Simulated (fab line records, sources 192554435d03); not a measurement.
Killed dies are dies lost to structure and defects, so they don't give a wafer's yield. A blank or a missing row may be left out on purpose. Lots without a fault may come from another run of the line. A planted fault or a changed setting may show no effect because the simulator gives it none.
Which tool did it? | flow n5_finfet | 12 lots, 36 wafers sampled, at 4 steps of a route of 1938

WHAT THE GAUGES READ, wafer by wafer
N5_BEOL_M2_CD_MEAS_35: target cd 18 nm, target cd y 22.2 nm.
lot  | measured     | on        | cd_nm (nm)
L075 | day 8 13:10  | cd_sem-02 | 19.0 17.9 18.4
L076 | day 8 18:21  | cd_sem-01 | 18.8 17.3 16.9
L079 | day 9 18:28  | cd_sem-01 | 18.9 17.6 18.0
L082 | day 9 18:42  | cd_sem-03 | 18.6 17.6 17.8
L081 | day 10 02:10 | cd_sem-01 | 17.7 18.8 18.2
L083 | day 10 19:55 | cd_sem-01 | 18.7 19.0 19.0
L087 | day 12 02:07 | cd_sem-01 | 18.0 17.9 18.5
L089 | day 12 07:42 | cd_sem-01 | 18.0 18.1 17.2
L091 | day 13 04:34 | cd_sem-03 | 17.6 17.9 18.4
L093 | day 13 16:11 | cd_sem-01 | 18.8 18.7 19.0
L096 | day 13 21:33 | cd_sem-02 | 18.7 17.5 18.4
L097 | day 14 22:05 | cd_sem-02 | 18.5 18.8 18.3

WHICH TOOL RAN EACH LOT (tool, then ch and the chambers of the sampled wafers, then the start)
lot  | N5_BEOL_M2_ETCH_69                 | N5_BEOL_M2_VIA_ETCH_34             | N5_BEOL_M2_TRENCH_ETCH_37
L075 | rie_diel-04 ch 1,2,3, day 8 10:48  | rie_diel-01 ch 1,2,3, day 8 12:46  | rie_diel-01 ch 1,2,3, day 8 13:10 or earlier
L076 | rie_diel-03 ch 1,2, day 8 14:04    | rie_diel-04 ch 2,3, day 8 17:55    | rie_diel-04 ch 2,3, day 8 18:21 or earlier
L079 | rie_diel-03 ch 1,2,3, day 9 10:58  | rie_diel-01 ch 0,1,2, day 9 18:05  | rie_diel-01 ch 0,1,2, day 9 18:28 or earlier
L082 | rie_diel-04 ch 0,3, day 9 14:25    | rie_diel-04 ch 0,3, day 9 18:17    | rie_diel-04 ch 0,3, day 9 18:42 or earlier
L081 | rie_diel-01 ch 0,2, day 9 15:43    | rie_diel-03 ch 1,2,3, day 10 01:46 | rie_diel-03 ch 1,2,3, day 10 02:10 or earlier
L083 | rie_diel-01 ch 1,2, day 9 21:16    | rie_diel-01 ch 0,1,3, day 10 19:31 | rie_diel-01 ch 0,1,3, day 10 19:55 or earlier
L087 | rie_diel-01 ch 0,1,2, day 10 17:14 | rie_diel-03 ch 1,2, day 12 01:43   | rie_diel-03 ch 1,2, day 12 02:07 or earlier
L089 | rie_diel-03 ch 0,1,3, day 11 02:22 | rie_diel-04 ch 0,1,2, day 12 07:17 | rie_diel-04 ch 0,1,2, day 12 07:42 or earlier
L091 | rie_diel-01 ch 0,1, day 11 06:28   | rie_diel-04 ch 1,3, day 13 04:10   | rie_diel-04 ch 1,3, day 13 04:34 or earlier
L093 | rie_diel-04 ch 0,3, day 11 21:29   | rie_diel-01 ch 1,2,3, day 13 15:46 | rie_diel-01 ch 1,2,3, day 13 16:11 or earlier
L096 | rie_diel-04 ch 1,2,3, day 12 03:35 | rie_diel-04 ch 0,2,3, day 13 21:08 | rie_diel-04 ch 0,2,3, day 13 21:33 or earlier
L097 | rie_diel-03 ch 0,1,3, day 12 14:17 | rie_diel-04 ch 0,1,3, day 14 21:41 | rie_diel-04 ch 0,1,3, day 14 22:05 or earlier
- N5_BEOL_M2_ETCH_69: etches SiARC in CF4, target depth 15.6 nm, time 26 s.
- N5_BEOL_M2_VIA_ETCH_34: etches the open film in C4F6/O2, target depth 69.4 nm, time 65.9 s.
- N5_BEOL_M2_TRENCH_ETCH_37: etches SiOC in C4F6/O2, target depth 55.555 nm, time 29.2 s.

THE ANSWER, worked out from the rows above alone
Rule: what is usual is taken from the lots themselves. Put in order of their means at a reading, lots are off if they are a third of the lots or fewer, leave a main group of 4 or more, and stand apart from it by a gap of 3 or more times the standard deviation of the main group's means; of several such gaps the widest counts. A main group whose means are all the same, to the digits that the tables above print for the reading, isn't used. A lot without any number at a reading at which 4 lots or more have one is off too. The other lots that the step has rows for count as sound.
No lot is off at any reading shown: from this, nothing can be told.

WHAT THE SIMULATOR HAD PUT IN
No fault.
